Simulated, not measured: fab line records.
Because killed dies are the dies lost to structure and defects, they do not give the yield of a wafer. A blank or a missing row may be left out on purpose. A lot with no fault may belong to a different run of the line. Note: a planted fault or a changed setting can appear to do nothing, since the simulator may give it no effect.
fab line records -- flow nand-harc
record lots=5, wafers=15, last-day=24
route steps=1159 shown A_CONTACT@912 END@1159
lots with no fault: from the same line, run without faults
start-h: hours from the record's opening day to when the first of the lot's shown wafers began -- wait-h: hours elapsed since this lot's preceding step -- " repeats the value in the row above -- L1.1+2: a row that stands for several wafers -- - no value present, or no start provided -- * or withheld: withheld -- < > ~ a bound
route shown NAME@n: a module of which the file shows steps, and the number in the route of the first -- usual: mean and standard deviation over wafers with no fault -- same: alike in all rows -- chamber/n: place in a boat -- sites: each site's reading -- _std_site: their standard deviation -- _edge_site: the outer-site mean with the inner-site mean subtracted -- radius-mm: how far each site lies from the wafer's centre -- mask NAME#n: copy n -- behind: the tool/chamber that last shaped the wafer -- hold: cause of the lot's hold/its duration in hours/its outcome -- device: the n, p or np transistor that did not switch -- end of line: tests of these same wafers at the route's end -- a step without rows: its recipe alone -- killed: dies lost to structure and defects at the first sort, not the wafer's yield -- map: shows each die of a wafer: x if killed, . if not, _ if none is there
set.NAME: the setting that was run; set.NAME@STEP: the one run at that earlier step -- model.NAME: the simulator's own value behind a step, which no gauge read
lots at some steps of the route; a table a step, a row a wafer
services: from which hour (start-h, from the record's first day; less than 0 if before it) a tool's chamber was out of use, for how many hours, and why
## steps
# step NHARC_A_CONTACT_ETCH_132
# recipe source-w=withheld, pressure-mtorr=20, bias-v=1200, time-s=156, target-depth-a=9580, ar-flow-sccm=withheld, c4f8-flow-sccm=withheld, o2-flow-sccm=withheld, chemistry=C4F8/O2/Ar
# step NHARC_A_CONTACT_ETCH_133
# recipe source-w=withheld, pressure-mtorr=20, bias-v=400, time-s=195, target-depth-a=8400, ar-flow-sccm=withheld, c4f8-flow-sccm=11.5, o2-flow-sccm=7.2, chemistry=C4F8/O2/Ar
# step NHARC_A_CONTACT_ETCH_91
# recipe target-depth-a=400, over-etch-frac=0.5, time-s=85.7, ion-energy-ev=120, ch3f-flow-sccm=50, o2-flow-sccm=30, ar-flow-sccm=200, rf-w=500, bias-w=100, chemistry=CH3F/O2
# usual drypump-motor-current-A=5.50/0.26, o2-flow-sccm=30.01/0.088, oes-product-au=0.95/0.035, rf-vpp-V=243.8/1.9, showerhead-plenum-p-Torr=2.42/0.12, throttle-valve-pct=20.665/0.009
lot.wafer,tool,chamber,start-h,wait-h,drypump-motor-current-A,o2-flow-sccm,oes-product-au,rf-hours-counter-h,rf-vpp-V,showerhead-plenum-p-Torr,throttle-valve-pct
L979.4,rie-diel-05,1,401.87,0.4,5.45,29.85,1.00,16,243.8,2.41,20.678
L979.2,rie-diel-05,2,401.87,0.4,5.73,29.98,1.01,16,247.2,2.57,20.682
L979.1,rie-diel-05,0,401.87,0.4,5.63,29.96,1.00,17,242.3,2.32,20.666
L982.4,rie-diel-05,3,424.20,0.4,5.39,30.01,1.03,26,246.5,2.62,20.668
L982.1,rie-diel-05,1,424.20,0.4,5.45,29.83,0.99,24,242.9,2.41,20.669
L982.6,rie-diel-05,0,424.20,0.4,5.61,29.91,0.99,-,242.1,2.32,20.665
L988.1,rie-diel-11,2,450.93,0.6,5.22,29.88,0.92,15,243.9,2.41,20.665
L988.5,rie-diel-11,3,450.93,0.6,5.10,29.94,0.93,-,241.7,2.33,20.669
L988.6,rie-diel-11,0,450.93,0.6,5.62,29.97,0.94,-,242.5,2.27,20.672
L992.1,rie-diel-11,3,476.97,0.6,5.11,30.04,0.93,21,241.9,2.32,20.666
L992.5,rie-diel-11,1,476.97,0.6,5.77,29.96,0.91,-,244.0,2.39,20.656
L992.6,rie-diel-11,2,476.97,0.6,5.21,29.97,0.93,-,242.9,2.41,20.666
L998.4,rie-diel-05,2,518.45,0.4,5.72,30.08,0.93,55,246.6,2.56,20.658
L998.1,rie-diel-05,3,518.45,0.4,5.41,30.00,0.94,58,246.9,2.61,20.657
L998.6,rie-diel-05,3,518.45,0.4,5.40,30.12,0.94,-,247.4,2.61,20.647
# step NHARC_A_CONTACT_ETCH_97
# recipe target-depth-a=200, over-etch-frac=0.5, time-s=10, ion-energy-ev=250, c4f6-flow-sccm=25, o2-flow-sccm=20, ar-flow-sccm=500, rf-w=600, bias-w=500, chemistry=C4F6/O2
# usual drypump-motor-current-A=5.51/0.26, o2-flow-sccm=19.99/0.057, oes-product-au=0.967/0.028, rf-vpp-V=546/3.6, showerhead-plenum-p-Torr=3.87/0.17, throttle-valve-pct=26.902/0.0087
lot.wafer,tool,chamber,start-h,wait-h,drypump-motor-current-A,o2-flow-sccm,oes-product-au,rf-hours-counter-h,rf-vpp-V,showerhead-plenum-p-Torr,throttle-valve-pct
L979.1,rie-diel-05,2,-,-,5.73,19.95,1.013,16,551,4.09,26.894
L979.2,rie-diel-05,0,-,-,5.64,19.88,0.988,17,542,3.72,26.902
L979.4,rie-diel-05,1,-,-,5.44,20.06,0.994,16,545,3.85,26.912
L982.1,rie-diel-05,0,-,-,5.59,20.07,0.990,26,542,3.72,26.897
L982.4,rie-diel-05,1,-,-,5.43,19.98,0.989,24,545,3.85,26.897
L982.6,rie-diel-05,0,-,-,5.62,20.12,0.991,-,543,3.72,26.883
L988.1,rie-diel-11,0,-,-,5.65,20.07,0.946,17,541,3.65,26.901
L988.5,rie-diel-11,0,-,-,5.63,19.97,0.949,-,542,3.65,26.901
L988.6,rie-diel-11,1,-,-,5.79,19.96,0.930,-,545,3.82,26.898
L992.1,rie-diel-11,3,477.10,0.1,5.13,19.99,0.953,21,543,3.72,26.905
L992.5,rie-diel-11,3,477.10,0.1,5.14,20.01,0.949,-,543,3.72,26.898
L992.6,rie-diel-11,2,477.10,0.1,5.21,19.91,0.952,-,547,3.85,26.898
L998.1,rie-diel-05,0,-,-,5.62,20.01,0.930,58,543,3.70,26.895
L998.4,rie-diel-05,1,-,-,5.44,20.00,0.935,55,544,3.83,26.909
L998.6,rie-diel-05,3,-,-,5.40,20.00,0.967,-,552,4.15,26.908
# step NHARC_A_CONTACT_CD_MEAS_80
# usual cd-nm=189.9/0.74
lot.wafer,tool,chamber,start-h,wait-h,cd-nm
L979.1,cd-sem-02,-,402.09,-,189.8
L979.2,cd-sem-02,-,402.09,-,190.2
L979.4,cd-sem-02,-,402.09,-,190.4
L982.1,cd-sem-02,-,424.44,-,189.7
L982.4,cd-sem-02,-,424.44,-,189.2
L982.6,cd-sem-02,-,424.44,-,189.0
L988.1,cd-sem-01,-,451.11,-,190.9
L988.5,cd-sem-01,-,451.11,-,191.5
L988.6,cd-sem-01,-,451.11,-,189.7
L992.1,cd-sem-03,-,477.18,-,190.0
L992.5,cd-sem-03,-,477.18,-,189.2
L992.6,cd-sem-03,-,477.18,-,190.0
L998.1,cd-sem-03,-,518.67,-,189.2
L998.4,cd-sem-03,-,518.67,-,189.8
L998.6,cd-sem-03,-,518.67,-,189.7
# step NHARC_A_CONTACT_STRIP_103
# recipe n2-flow-sccm=150, h2-flow-sccm=150, ar-flow-sccm=0, bias-w=0, chemistry=N2/H2
# step NHARC_A_CONTACT_STRIP_104
# recipe cf4-flow-sccm=100, chf3-flow-sccm=30, ar-flow-sccm=0, bias-w=0, chemistry=CF4/CHF3
# step NHARC_A_CONTACT_STRIP_105
# recipe o2-flow-sccm=400, cos-flow-sccm=20, ar-flow-sccm=0, bias-w=0, chemistry=O2/COS
# step NHARC_A_CONTACT_ETCH_106
# recipe target-depth-a=600, overetch-a=60, time-s=33, ion-energy-ev=100, cf4-flow-sccm=80, o2-flow-sccm=20, ar-flow-sccm=0, rf-w=300, bias-w=100, chemistry=CF4/O2
# usual cf4-flow-sccm=79.98/0.23, drypump-motor-current-A=5.6/0.3, o2-flow-sccm=20.01/0.058, oes-product-au=1.001/0.012, rf-vpp-V=197.5/1.6, showerhead-plenum-p-Torr=1.32/0.063, throttle-valve-pct=13.399/0.0095
lot.wafer,tool,chamber,start-h,wait-h,cf4-flow-sccm,drypump-motor-current-A,o2-flow-sccm,oes-product-au,rf-hours-counter-h,rf-vpp-V,showerhead-plenum-p-Torr,throttle-valve-pct
L979.2,rie-diel-11,2,402.38,0.0,79.61,5.2,20.06,0.999,6,197.2,1.31,13.405
L979.1,rie-diel-11,3,402.38,0.0,80.17,5.1,20.03,1.006,6,195.9,1.26,13.393
L979.4,rie-diel-11,0,402.38,0.0,79.91,5.6,20.07,1.006,7,196.5,1.24,13.411
L982.4,rie-diel-05,1,425.07,0.1,79.84,5.4,19.96,0.994,24,197.1,1.31,13.403
L982.1,rie-diel-05,2,425.07,0.1,79.65,5.7,19.91,1.018,25,197.0,1.40,13.406
L982.6,rie-diel-05,0,425.07,0.1,79.71,5.6,20.01,0.997,-,195.5,1.26,13.404
L988.1,rie-diel-11,3,451.41,0.1,80.39,5.1,20.00,1.007,16,196.5,1.26,13.409
L988.6,rie-diel-11,0,451.41,0.1,80.15,5.6,19.91,1.003,-,196.3,1.23,13.395
L988.5,rie-diel-11,1,451.41,0.1,79.87,5.8,20.21,0.996,-,197.7,1.30,13.402
L992.1,rie-diel-05,3,477.49,0.1,79.88,5.4,20.07,1.020,45,200.0,1.42,13.407
L992.5,rie-diel-05,3,477.49,0.1,79.80,5.4,20.01,1.006,-,199.0,1.42,13.385
L992.6,rie-diel-05,0,477.49,0.1,80.25,5.6,20.00,1.001,-,196.0,1.26,13.390
L998.4,rie-diel-06,1,518.96,0.1,80.06,6.0,20.02,0.989,39,198.5,1.32,13.403
L998.1,rie-diel-06,0,518.96,0.1,79.96,5.4,20.05,1.008,38,199.4,1.44,13.383
L998.6,rie-diel-06,1,518.96,0.1,80.24,6.1,20.01,0.994,-,197.7,1.32,13.394
# step NHARC_A_CONTACT_STRIP_82
# recipe o2-flow-sccm=500, ar-flow-sccm=0, bias-w=0, chemistry=O2
# step NHARC_A_CONTACT_STRIP_83
# recipe time-s=600, temp-c=30, chemistry=post-etch-residue-remover
# step NHARC_A_CONTACT_DEP_84
# recipe target-thk-a=20000, temp-c=400, material=aC
# usual throttle-valve-pct=35.000/0.0094
lot.wafer,tool,chamber,start-h,wait-h,throttle-valve-pct
L979.1,acl-dep-01,0,403.15,-,35.005
L979.2,acl-dep-01,0,403.15,-,34.985
L979.4,acl-dep-01,0,403.15,-,34.995
L982.1,acl-dep-03,0,425.71,-,34.989
L982.4,acl-dep-03,0,425.71,-,34.990
L982.6,acl-dep-03,0,425.71,-,35.003
L988.1,acl-dep-02,0,452.62,-,34.994
L988.5,acl-dep-02,0,452.62,-,34.995
L988.6,acl-dep-02,0,452.62,-,35.011
L992.1,acl-dep-03,0,483.35,-,34.987
L992.5,acl-dep-03,0,483.35,-,35.002
L992.6,acl-dep-03,0,483.35,-,34.999
L998.1,acl-dep-01,0,519.61,-,35.003
L998.4,acl-dep-01,0,519.61,-,35.009
L998.6,acl-dep-01,0,519.61,-,35.009
# step NHARC_A_CONTACT_DEP_85
# recipe target-thk-a=500, target-thk-nm=50, temp-c=400, pressure-torr=3.5, flow-sccm=200, rf-w=350, material=SiON
# usual heater-power-w=744/86
lot.wafer,tool,chamber,start-h,wait-h,heater-power-w
L979.1,pecvd-04,2,404.40,1.0,758
L979.2,pecvd-04,0,404.40,1.0,740
L979.4,pecvd-04,1,404.40,1.0,878
L982.1,pecvd-02,2,427.00,1.1,732
L982.6,pecvd-02,1,427.00,1.1,621
L982.4,pecvd-02,0,427.00,1.1,585
L988.1,pecvd-04,0,453.88,1.1,736
L988.6,pecvd-04,1,453.88,1.1,859
L988.5,pecvd-04,2,453.88,1.1,784
L992.1,pecvd-02,1,484.58,1.0,627
L992.6,pecvd-02,1,484.58,1.0,613
L992.5,pecvd-02,2,484.58,1.0,796
L998.1,pecvd-01,1,520.90,1.1,742
L998.4,pecvd-01,0,520.90,1.1,741
L998.6,pecvd-01,1,520.90,1.1,730
# step NHARC_A_CONTACT_DEHYDRATE_00
# recipe temp-c=150, time-s=120
# step NHARC_A_CONTACT_HMDS_01
# recipe time-s=30
# step NHARC_A_CONTACT_COAT_86
# recipe temp-c=260, time-s=75
# step NHARC_A_CONTACT_COAT_87
# recipe temp-c=225, time-s=65
# step NHARC_A_CONTACT_COAT_02
# recipe spin-rpm=1500, resist-thk-nm=90
# step NHARC_A_CONTACT_SOFTBAKE_03
# recipe temp-c=105, time-s=55
# step NHARC_A_CONTACT_EBR_04
# step NHARC_A_CONTACT_EXPOSE_05
# recipe na=1.35, sigma-outer=0.8, dose-mj=84.24, mask-id=A_CC
# step NHARC_A_CONTACT_PEB_06
# recipe peb-temp-c=100, peb-time-s=65
# step NHARC_A_CONTACT_DEVELOP_07
# recipe develop-time-s=35, dev-temp-c=23
# step NHARC_A_CONTACT_CD_MEAS_08
# recipe target-cd-nm=100, landing-energy-ev=500
# usual cd-nm=99.9/0.6
lot.wafer,tool,chamber,start-h,wait-h,cd-nm
L979.1,cd-sem-03,0,405.00,-,100.3
L979.2,cd-sem-03,0,405.00,-,101.4
L979.4,cd-sem-03,0,405.00,-,100.7
L982.1,cd-sem-01,0,427.70,-,100.6
L982.4,cd-sem-01,0,427.70,-,99.5
L982.6,cd-sem-01,0,427.70,-,99.9
L988.1,cd-sem-03,0,454.60,-,100.1
L988.5,cd-sem-03,0,454.60,-,100.6
L988.6,cd-sem-03,0,454.60,-,100.6
L992.1,cd-sem-01,0,485.30,-,99.9
L992.5,cd-sem-01,0,485.30,-,100.4
L992.6,cd-sem-01,0,485.30,-,99.9
L998.1,cd-sem-02,0,521.47,-,99.8
L998.4,cd-sem-02,0,521.47,-,99.2
L998.6,cd-sem-02,0,521.47,-,97.9
# step NHARC_A_CONTACT_OVL_MEAS_09
# usual overlay-x-nm=0.2/0.65, overlay-y-nm=-0.1/0.87
lot.wafer,tool,chamber,start-h,wait-h,overlay-x-nm,overlay-y-nm
L979.1,overlay-02,-,405.09,-,-0.3,-1.7
L979.2,overlay-02,-,405.09,-,0.0,-1.6
L979.4,overlay-02,-,405.09,-,-0.5,-1.8
L982.1,overlay-02,-,427.79,-,0.6,-0.9
L982.4,overlay-02,-,427.79,-,-0.3,-1.1
L982.6,overlay-02,-,427.79,-,-0.4,-1.3
L988.1,overlay-02,-,454.69,-,-1.2,-0.1
L988.5,overlay-02,-,454.69,-,-1.4,-0.3
L988.6,overlay-02,-,454.69,-,-1.0,-0.8
L992.1,overlay-01,-,485.38,-,0.2,0.2
L992.5,overlay-01,-,485.38,-,-0.3,-0.1
L992.6,overlay-01,-,485.38,-,0.3,0.3
L998.1,overlay-01,-,521.56,-,0.0,1.4
L998.4,overlay-01,-,521.56,-,-0.2,1.7
L998.6,overlay-01,-,521.56,-,0.3,1.5
# step NHARC_A_CONTACT_INSPECT_10
# usual raw-defect-count=25/10
lot.wafer,tool,chamber,start-h,wait-h,raw-defect-count
L979.1,defect-inspect-02,-,405.13,0.0,19
L979.2,defect-inspect-02,-,405.13,0.0,23
L979.4,defect-inspect-02,-,405.13,0.0,24
L982.1,defect-inspect-01,-,427.82,0.0,52
L982.4,defect-inspect-01,-,427.82,0.0,38
L982.6,defect-inspect-01,-,427.82,0.0,46
L988.1,defect-inspect-01,-,454.73,0.0,30
L988.5,defect-inspect-01,-,454.73,0.0,30
L988.6,defect-inspect-01,-,454.73,0.0,29
L992.1,defect-inspect-01,-,485.43,0.0,560
L992.5,defect-inspect-01,-,485.43,0.0,28
L992.6,defect-inspect-01,-,485.43,0.0,628
L998.1,defect-inspect-02,-,521.59,0.0,20
L998.4,defect-inspect-02,-,521.59,0.0,17
L998.6,defect-inspect-02,-,521.59,0.0,27
# step NHARC_A_CONTACT_DESCUM_13
# recipe time-s=3, o2-flow-sccm=200, ar-flow-sccm=0, bias-power-w=0, chemistry=O2
# usual drypump-motor-current-A=5.55/0.27, o2-flow-sccm=200.0/0.62, oes-product-au=1.001/0.012, rf-vpp-V=57.7/0.9, showerhead-plenum-p-Torr=1.88/0.095, throttle-valve-pct=11.311/0.0088
lot.wafer,tool,chamber,start-h,wait-h,drypump-motor-current-A,o2-flow-sccm,oes-product-au,rf-hours-counter-h,rf-vpp-V,showerhead-plenum-p-Torr,throttle-valve-pct
L979.2,rie-diel-11,1,405.21,0.1,5.77,200.9,1.002,5,57.5,1.86,11.316
L979.1,rie-diel-11,2,405.21,0.1,5.21,198.8,1.006,6,56.6,1.88,11.306
L979.4,rie-diel-11,0,405.21,0.1,5.61,199.9,1.027,7,58.2,1.77,11.319
L982.4,rie-diel-11,3,427.88,0.1,5.13,200.8,1.003,10,58.4,1.81,11.313
L982.1,rie-diel-11,1,427.88,0.1,5.77,199.0,1.006,9,58.2,1.86,11.318
L982.6,rie-diel-11,3,427.88,0.1,5.15,200.6,1.010,-,56.2,1.81,11.301
L988.1,rie-diel-11,2,454.80,0.1,5.20,198.6,1.011,16,57.4,1.88,11.309
L988.5,rie-diel-11,1,454.80,0.1,5.78,199.8,0.987,-,58.6,1.86,11.325
L988.6,rie-diel-11,2,454.80,0.1,5.21,199.0,0.997,-,57.0,1.88,11.308
L992.1,rie-diel-11,3,485.50,0.1,5.15,200.4,0.992,21,56.7,1.81,11.313
L992.6,rie-diel-11,1,485.50,0.1,5.80,199.7,0.987,-,57.8,1.85,11.321
L992.5,rie-diel-11,2,485.50,0.1,5.20,199.9,0.996,-,58.3,1.87,11.314
L998.4,rie-diel-11,3,521.65,0.1,5.13,200.3,1.003,26,56.3,1.80,11.316
L998.1,rie-diel-11,1,521.65,0.1,5.77,200.2,1.001,25,57.5,1.85,11.316
L998.6,rie-diel-11,0,521.65,0.1,5.65,200.0,1.015,-,57.5,1.76,11.306
# step NHARC_END_SORT_01
# recipe temp-c=25
# usual killed-at-array=24/8.4, killed-at-other=0.7/1.1, killed-at-periphery=2.9/1.7, killed-dies=27/8.6, killed-open=3.3/1.8, killed-short=1.8/1.4
# same gross-dies=677
lot.wafer,tool,chamber,start-h,wait-h,killed-at-array,killed-at-other,killed-at-periphery,killed-dies,killed-open,killed-short
L982.1,prober-02,0,481.78,2.5,50,0,3,53,6,5
L982.4,prober-02,0,484.19,3.4,31,0,1,32,1,2
L982.6,prober-02,0,485.80,4.0,37,1,3,41,4,1
L992.1,prober-02,0,557.18,2.5,94,1,1,96,0,1
L992.6,prober-02,0,561.18,4.0,110,1,3,114,0,3
# killed by level:class
L982.1 A_CHANNEL_HOLE_D1:chamber-film-flake=22 A_CONTACT:chamber-film-flake=8 A_CONTACT:geometric-particle:open=4 A_SLIT:chamber-film-flake=4 P_M1:chamber-film-flake=3 A_STAIRCASE:chamber-film-flake=3 A_CONTACT:geometric-particle:short=2 A_BONDPAD:chamber-film-flake=2
L982.4 A_CHANNEL_HOLE_D1:chamber-film-flake=15 A_CONTACT:chamber-film-flake=6 A_SLIT:chamber-film-flake=4 A_STAIRCASE:chamber-film-flake=2 A_ONON_D1:geometric-particle:short=1 A_WL_FILL:geometric-particle:short=1 A_M0:geometric-particle:open=1 P_ZERO_WELL:chamber-film-flake=1
L982.6 A_CHANNEL_HOLE_D1:chamber-film-flake=19 A_SLIT:chamber-film-flake=9 A_CONTACT:chamber-film-flake=3 A_STAIRCASE:chamber-film-flake=2 P_CONTACT:geometric-particle:short=1 P_M0:geometric-particle:open=1 A_CHANNEL_HOLE_D1:geometric-particle:open=1 A_M0:geometric-particle:open=1
L992.1 A_CONTACT:unspecified=74 A_CHANNEL_HOLE_D1:chamber-film-flake=11 A_STAIRCASE:chamber-film-flake=3 A_CONTACT:chamber-film-flake=3 A_WL_FILL:geometric-particle:short=1 P_ZERO_WELL:chamber-film-flake=1 A_ZERO_WELL:chamber-film-flake=1 A_SLIT:chamber-film-flake=1
L992.6 A_CONTACT:unspecified=76 A_CHANNEL_HOLE_D1:chamber-film-flake=22 A_CONTACT:chamber-film-flake=5 A_STAIRCASE:chamber-film-flake=2 A_WL_FILL:chamber-film-flake=2 P_STI:geometric-particle:short=1 P_GATE:geometric-particle:short=1 A_M0:geometric-particle:short=1
# map L992.6 (x killed, . not)
____________.____________
_________......._________
_______......x...._______
______.............______
_____..............._____
____................x____
____..............xxx____
___...............xx..___
___...............xxxx___
__.................xxx.__
__.................xxxx__
_...................x..._
_...................xxx._
_.............x.....x..._
_............x....x..x.._
_.x....x................_
.........................
............x....x.......
...............x.........
..................x......
............x............
_.......x..............._
_......................._
_x.................x...._
_.....xxxxx............._
_..xxxxxxx.............._
__..xxxxxxxx...........__
__.xxxxxxxx............__
___xxxxxxxxxx.........___
___xxxxxxxxx..........___
____xxxxxxx..........____
____.xxxxxxx.........____
_____xxxxxxx...x...._____
______xxxx.x.......______
_______xx.x......._______
_________......._________
____________.____________
# map L982.1 (x killed, . not)
____________.____________
_________......._________
_______.......x.xx_______
______..........x..______
_____......x....x..._____
____.................____
____...x.............____
___........xx....x....___
___......x............___
__....................x__
__.................x...__
_..........x............_
_................x......_
_......................._
_..x...................._
_................x..x..._
...x..x.......x..........
..............x..........
.........................
.........x......x.xx.....
.....x...................
_........x.............._
_........x.x............_
_.........x..x..x......._
_.......xx..x..........._
_.......xxxxxx.........._
__......x..............__
__......x.x............__
___......xxx..........___
___........x......x...___
____.......xx........____
____.................____
_____..............._____
______.......x.....______
_______..........._______
_________......._________
____________.____________
## services
tool,chamber,start-h,hours,kind
pecvd-04,-,380.15,3.7,repair
rie-diel-11,2,389.44,2.3,repair
rie-diel-11,1,391.74,9.9,repair
pecvd-01,-,392.67,6.3,repair
rie-diel-11,0,400.00,-,clean
rie-diel-11,2,400.00,-,clean
rie-diel-11,3,400.00,-,clean
rie-diel-06,1,401.58,7.4,repair
pecvd-02,2,403.67,6.9,repair
acl-dep-03,-,408.31,13.0,pm
pecvd-02,2,411.58,6.3,repair
pecvd-01,-,418.00,13.0,pm
rie-diel-06,-,418.21,9.0,pm
rie-diel-11,0,424.51,-,clean
rie-diel-11,1,424.51,-,clean
rie-diel-11,2,424.51,-,clean
rie-diel-11,3,424.51,-,clean
rie-diel-06,2,465.01,7.0,repair
rie-diel-11,0,469.31,12.6,repair
rie-diel-06,3,471.49,6.7,repair
acl-dep-01,-,474.73,13.0,pm
pecvd-02,0,506.60,12.7,repair
pecvd-02,-,515.16,13.0,pm
rie-diel-05,1,521.02,1.9,repair
## key
first-sign step=NHARC_A_CONTACT_INSPECT_10, reading=raw-defect-count, direction=up, sigmas=56, usual=25, struck=594
effect step=NHARC_END_SORT_01, reading=killed-at-array, direction=up, sigmas=9.3, usual=24, struck=102
more-kills-born-at NHARC_A_CONTACT_DEP_85@pecvd-02=150
met-at NHARC_A_CONTACT_DEP_85
struck-wafers L992.1,L992.6
tester-left-out L992
onset-between 427.00 484.58
fault kind=chamber-particle-source, tool=pecvd-02, chamber=1, onset-h=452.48, steps=NHARC_A_CONTACT_DEP_85, rate-per-visit-cm2=0.90553, end-h=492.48
# tester-left-out: of these lots the tester's yield and bins aren't shown, on N5 and GAA mostly nor the transistor test; their killed dies are dies lost to structure and defects alone, not to doping, threshold or leakage, so they don't give the yield
